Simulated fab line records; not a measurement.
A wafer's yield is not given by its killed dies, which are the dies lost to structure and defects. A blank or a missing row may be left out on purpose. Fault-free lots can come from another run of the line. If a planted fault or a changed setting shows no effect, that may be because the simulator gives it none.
fab line records	flow nandHarc
record lots=12	wafers=36	lastDay=34
route steps=1302 shown A_BLC@1122 A_M0@1157 THIN_TSV@1268 END@1302
lots that met no fault: taken from a fault-free run of the same line
startH: hours from the record's first day to the start of the lot's first wafer shown	waitH: hours from the lot's prior step to this one	" the same as in the row above	L1.1+2: one row covering several wafers at once	- value missing, or start not given	* or withheld: withheld	< > ~ a bound
route shown NAME@n: a module of which the file shows steps, and the number in the route of the first	usual: mean and standard deviation over wafers with no fault	same: alike in all rows	chamber/n: place in a boat	sites: readings site by site	_std_site: the values' standard deviation	_edge_site: mean of outer sites minus mean of inner sites	radiusMm: for every site, how far away it sits from the centre of the wafer	mask NAME#n: copy n	behind: the tool/chamber that last shaped the wafer	hold: the reason the lot was held/the length of the hold in hours/how it ended	device: the n, p or np transistor that did not switch	end of line: tests of these same wafers at the route's end	for a step that has no rows: nothing shown but its recipe	killed: the dies lost at the first sort to structure and to defects; this is not the yield of the wafer	map: shows each die of a wafer: x if killed, . if not, _ if none is there
set.NAME: the setting the step ran with; set.NAME@STEP: the setting that earlier step ran with	model.NAME: the simulator's own value behind a step, which no gauge read
steps of the route over a sample of lots; a table a step, a row a wafer
services: the hour from which a tool's chamber was out of use, counted from the record's first day as startH (under 0 if before that day), plus the number of hours and why
## steps
# step NHARC_A_BLC_ETCH_17
# recipe targetDepthA=3900	overEtchFrac=0.25	timeS=609.38	ionEnergyEv=200	n2FlowSccm=150	h2FlowSccm=150	arFlowSccm=0	rfW=400	biasW=150	chemistry=N2/H2
# usual drypumpMotorCurrentA=5.96/0.27	oesProductAu=1.001/0.0067	rfVppV=430.5/2	showerheadPlenumPTorr=2.04/0.07	throttleValvePct=14.171/0.009
# same overEtchFrac=0.25
lot.wafer	tool	chamber	startH	waitH	drypumpMotorCurrentA	oesProductAu	rfHoursCounterH	rfVppV	showerheadPlenumPTorr	throttleValvePct
L891.2	rieDiel-01	2	-	-	6.31	1.007	9	432.9	2.13	14.165
L891.6	"	1	"	"	5.80	1.007	-	427.3	1.95	14.171
L891.5	"	2	"	"	6.28	1.012	-	433.8	2.13	14.186
L893.2	rieDiel-01	3	-	-	6.27	0.997	11	429.1	2.03	14.181
L893.6	"	0	"	"	5.73	0.992	-	431.0	2.05	14.178
L893.5	"	1	"	"	5.81	1.004	-	427.1	1.95	14.179
L895.3	rieDiel-01	2	-	-	6.29	0.996	11	432.9	2.13	14.166
L895.1	"	3	"	"	6.27	1.003	12	431.5	2.03	14.165
L895.5	"	3	"	"	6.28	1.003	-	430.1	2.03	14.173
L894.1	rieDiel-02	3	-	-	5.76	1.014	14	431.2	2.08	14.177
L894.4	"	2	"	"	5.98	1.004	14	430.6	2.05	14.160
L894.6	"	3	"	"	5.77	1.010	-	431.5	2.08	14.158
L896.3	rieDiel-04	2	-	-	6.22	0.990	11	432.4	2.08	14.177
L896.1	"	3	"	"	5.99	1.017	11	434.5	2.15	14.159
L896.2	"	0	"	"	5.23	1.002	9	427.9	1.94	14.185
L900.2	rieDiel-01	1	-	-	5.83	0.997	3	426.7	1.94	14.162
L900.4	"	3	"	"	6.25	0.995	3	430.7	2.02	14.149
L900.1	"	0	"	"	5.75	0.991	3	430.6	2.05	14.190
L902.4	rieDiel-01	0	-	-	5.77	0.993	3	430.6	2.05	14.162
L902.2	"	1	"	"	5.82	1.004	4	427.3	1.94	14.171
L902.5	"	1	"	"	5.83	1.007	-	428.7	1.94	14.169
L906.2	rieDiel-01	1	-	-	5.79	0.996	9	428.7	1.94	14.169
L906.6	"	3	"	"	6.29	0.996	-	432.1	2.02	14.175
L906.5	"	0	"	"	5.73	1.005	-	432.0	2.05	14.183
L907.1	rieDiel-02	1	-	-	5.71	1.004	9	427.6	1.92	14.160
L907.3	"	0	"	"	5.51	1.002	8	429.7	2.04	14.180
L907.5	"	2	"	"	5.94	0.996	-	429.4	2.05	14.177
L911.1	rieDiel-01	1	-	-	5.80	0.990	12	427.1	1.94	14.174
L911.4	"	2	"	"	6.30	0.991	12	433.2	2.13	14.175
L911.5	"	2	"	"	6.30	0.994	-	433.0	2.13	14.173
L913.3	rieDiel-01	0	-	-	5.75	1.003	0	431.9	2.05	14.168
L913.4	"	2	"	"	6.29	0.994	0	433.2	2.13	14.178
L913.6	"	1	"	"	5.81	0.994	-	427.1	1.94	14.172
L912.3	rieDiel-01	2	-	-	6.31	1.002	2	434.1	2.13	14.181
L912.2	"	1	"	"	5.81	1.002	2	428.0	1.94	14.177
L912.6	"	3	"	"	6.27	1.001	-	429.7	2.02	14.179
# step NHARC_A_BLC_DEGAS_30
# recipe tempC=300	timeS=60
# usual heaterPowerW=466/43
lot.wafer	tool	chamber	startH	waitH	heaterPowerW
L891.2	pvdSputter-02	-	527.18	-	502
L891.6	"	-	"	"	414
L891.5	"	-	"	"	400
L893.2	pvdSputter-02	-	539.89	-	408
L893.6	"	-	"	"	396
L893.5	"	-	"	"	481
L895.1	pvdSputter-01	-	553.16	-	440
L895.3	"	-	"	"	498
L895.5	"	-	"	"	440
L894.4	pvdSputter-03	-	553.98	-	518
L894.1	"	-	"	"	526
L894.6	"	-	"	"	425
L896.1	pvdSputter-03	-	588.57	-	493
L896.3	"	-	"	"	521
L896.2	"	-	"	"	517
L900.1	pvdSputter-03	-	607.99	-	528
L900.4	"	-	"	"	435
L900.2	"	-	"	"	506
L902.2	pvdSputter-02	-	612.27	-	416
L902.4	"	-	"	"	491
L902.5	"	-	"	"	511
L906.2	pvdSputter-03	-	685.38	-	506
L906.5	"	-	"	"	496
L906.6	"	-	"	"	523
L907.3	pvdSputter-01	-	692.23	-	435
L907.1	"	-	"	"	450
L907.5	"	-	"	"	433
L911.4	pvdSputter-03	-	723.96	-	405
L911.1	"	-	"	"	475
L911.5	"	-	"	"	489
L913.3	pvdSputter-02	-	745.57	-	416
L913.4	"	-	"	"	507
L913.6	"	-	"	"	404
L912.2	pvdSputter-01	-	780.86	-	509
L912.3	"	-	"	"	464
L912.6	"	-	"	"	449
# step NHARC_A_M0_PRE_CLEAN_29
# recipe timeS=30	tempC=280	gas=H2/He
# usual heaterPowerW=407/40
lot.wafer	tool	chamber	startH	waitH	heaterPowerW
L891.2	pvdSputter-02	-	-	-	454
L891.5	"	-	"	"	358
L891.6	"	-	"	"	431
L893.2	pvdSputter-02	-	-	-	349
L893.5	"	-	"	"	354
L893.6	"	-	"	"	421
L895.3	pvdSputter-02	-	-	-	450
L895.1	"	-	"	"	357
L895.5	"	-	"	"	421
L894.4	pvdSputter-02	-	-	-	439
L894.1	"	-	"	"	370
L894.6	"	-	"	"	430
L896.2	pvdSputter-03	-	-	-	437
L896.1	"	-	"	"	461
L896.3	"	-	"	"	361
L900.2	pvdSputter-03	-	-	-	361
L900.4	"	-	"	"	434
L900.1	"	-	"	"	449
L902.4	pvdSputter-01	-	-	-	402
L902.2	"	-	"	"	396
L902.5	"	-	"	"	396
L906.2	pvdSputter-03	-	-	-	459
L906.6	"	-	"	"	461
L906.5	"	-	"	"	372
L907.1	pvdSputter-03	-	-	-	469
L907.3	"	-	"	"	369
L907.5	"	-	"	"	448
L911.1	pvdSputter-02	-	-	-	365
L911.4	"	-	"	"	351
L911.5	"	-	"	"	428
L913.3	pvdSputter-02	-	-	-	355
L913.4	"	-	"	"	437
L913.6	"	-	"	"	355
L912.3	pvdSputter-01	-	-	-	399
L912.2	"	-	"	"	389
L912.6	"	-	"	"	393
# step NHARC_THIN_TSV_ETCHBACK_48
# recipe targetDepthA=10285	overEtchFrac=0.3	timeS=405.17	ionEnergyEv=250	c4f8FlowSccm=withheld	arFlowSccm=withheld	rfW=600	biasW=300	chemistry=C4F8/Ar
# usual oesProductAu=0.95/0.033	overEtchFrac=0.3/0	rfVppV=545.8/2.8
lot.wafer	tool	chamber	startH	waitH	oesProductAu	overEtchFrac	rfHoursCounterH	rfVppV
L891.2	rieDiel-05	3	554.31	-	0.91	0.3	7	546.9
L891.5	"	2	"	"	0.92	0.3	-	544.3
L891.6	"	3	"	"	0.91	0.3	-	546.7
L893.2	rieDiel-01	3	568.61	-	1.00	0.3	0	544.7
L893.6	"	1	"	"	1.00	0.3	-	544.3
L893.5	"	2	"	"	1.00	0.3	-	551.2
L894.1	rieDiel-13	1	582.60	-	0.98	0.3	2	544.2
L894.6	"	3	"	"	0.98	0.3	-	540.8
L894.4	"	1	"	"	0.97	0.3	-	543.8
L895.1	rieDiel-01	1	583.63	-	0.97	0.3	1	543.6
L895.3	"	2	"	"	0.96	0.3	1	550.2
L895.5	"	0	"	"	0.97	0.3	-	547.6
L896.2	rieDiel-01	2	617.80	-	0.92	0.3	4	550.7
L896.1	"	3	"	"	0.93	0.3	4	547.6
L896.3	"	0	"	"	0.93	0.3	4	546.0
L902.4	rieDiel-05	2	640.36	-	0.92	0.3	2	545.6
L902.2	"	3	"	"	0.91	0.3	2	546.3
L902.5	"	3	"	"	0.93	0.3	-	546.6
L900.4	rieDiel-01	3	641.36	-	0.92	0.22557	5	548.0
L900.2	"	0	"	"	0.92	0.22557	6	548.3
L900.1	"	1	"	"	0.92	0.22557	7	543.0
L906.2	rieDiel-13	2	712.02	-	1.00	0.3	0	546.4
L906.6	"	1	"	"	1.00	0.3	-	544.3
L906.5	"	2	"	"	1.00	0.3	-	548.0
L907.1	rieDiel-13	2	720.71	-	0.99	0.3	1	546.6
L907.3	"	0	"	"	1.00	0.3	1	543.4
L907.5	"	2	"	"	1.00	0.3	-	546.1
L911.4	rieDiel-05	1	759.81	-	0.91	0.3	6	543.7
L911.1	"	3	"	"	0.92	0.3	7	547.3
L911.5	"	2	"	"	0.93	0.3	-	543.4
L913.3	rieDiel-01	3	773.88	-	0.92	0.3	2	545.8
L913.4	"	0	"	"	0.94	0.3	-	548.0
L913.6	"	1	"	"	0.93	0.3	-	544.2
L912.3	rieDiel-13	2	810.46	-	0.92	0.3	6	546.9
L912.2	"	0	"	"	0.93	0.3	7	542.3
L912.6	"	2	"	"	0.93	0.3	-	547.7
# step NHARC_END_SORT_01
# recipe tempC=25
# usual defectLimitedYield=90.8/2.2	killedAtArray=58/15	killedAtOther=0.8/1.2	killedAtPeriphery=3.5/2.5	killedDies=62/15	killedOpen=3.2/1.7	killedShort=2.4/1.5
# same grossDies=677
lot.wafer	tool	chamber	startH	waitH	defectLimitedYield[%]	killedAtArray	killedAtOther	killedAtPeriphery	killedDies	killedOpen	killedShort
L895.1	prober-01	0	595.81	2.5	92.6	43	1	6	50	4	2
L895.3	prober-01	0	597.44	3.1	92.5	48	0	3	51	5	2
L895.5	prober-01	0	599.06	3.8	90.8	58	1	3	62	2	4
# killed by level:class
L895.1 A_CHANNEL_HOLE_D1:chamberFilmFlake=24 A_CHANNEL_HOLE_D2:chamberFilmFlake=12 P_ZERO_WELL:chamberFilmFlake=2 A_ZERO_WELL:chamberFilmFlake=2 A_CONTACT:chamberFilmFlake=2 P_STI:geometricParticle:open=1 P_GATE:geometricParticle:open=1 P_CONTACT:geometricParticle:short=1
L895.3 A_CHANNEL_HOLE_D1:chamberFilmFlake=30 A_CHANNEL_HOLE_D2:chamberFilmFlake=7 A_CONTACT:chamberFilmFlake=3 A_BLC:geometricParticle:open=2 P_M2:chamberFilmFlake=2 A_ONON_D1:geometricParticle:short=1 A_ONON_D1:geometricParticle:open=1 A_CHANNEL_FILL_D1:geometricParticle:short=1
L895.5 A_CHANNEL_HOLE_D1:chamberFilmFlake=31 A_CHANNEL_HOLE_D2:chamberFilmFlake=13 A_CONTACT:chamberFilmFlake=4 A_M0:geometricParticle:open=2 A_SLIT:chamberFilmFlake=2 A_WL_FILL:chamberFilmFlake=2 P_CONTACT:geometricParticle:short=1 A_CHANNEL_FILL_D1:geometricParticle:short=1
## services
tool	chamber	startH	hours	kind
pvdSputter-02	-	509.27	2.7	repair
rieDiel-13	-	519.00	9.0	pm
rieDiel-01	2	520.61	2.8	repair
pvdSputter-03	-	526.00	10.0	pm
rieDiel-13	-	541.21	0.1	repair
rieDiel-13	1	547.43	2.7	repair
rieDiel-01	2	548.55	2.6	repair
pvdSputter-02	-	552.91	0.8	repair
rieDiel-01	-	557.82	9.0	pm
rieDiel-01	0	568.45	6.7	repair
pvdSputter-01	-	580.46	1.2	repair
pvdSputter-01	-	584.16	10.0	pm
rieDiel-01	0	618.00	2.5	repair
pvdSputter-03	-	625.27	1.1	repair
pvdSputter-02	-	634.13	6.8	repair
pvdSputter-03	-	656.35	7.7	repair
pvdSputter-01	-	667.92	2.1	repair
pvdSputter-03	-	704.00	10.0	pm
rieDiel-01	-	711.71	1.4	repair
pvdSputter-01	-	714.06	1.1	repair
rieDiel-01	-	734.91	9.0	pm
pvdSputter-02	-	735.36	1.2	repair
pvdSputter-01	-	762.16	10.0	pm
rieDiel-01	2	768.46	5.6	repair
## key
firstSign step=NHARC_THIN_TSV_ETCHBACK_48	reading=overEtchFrac	direction=down	sigmas=99+	usual=0.3	struck=0.22557
effect none on later readings
metAt NHARC_THIN_TSV_ETCHBACK_48
struckLots L900
notActingAt NHARC_A_BLC_ETCH_17,NHARC_A_BLC_DEGAS_30,NHARC_A_M0_PRE_CLEAN_29
onsetBetween 617.80 641.36
fault kind=processParameterDrift	tool=rieDiel-01	chamber=-	onsetH=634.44	steps=NHARC_THIN_TSV_ETCHBACK_48	channel=overEtchFrac	offset=-0.074426	shape=step	endH=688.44	actsIn=theseRecipesOnly	stated=0.3
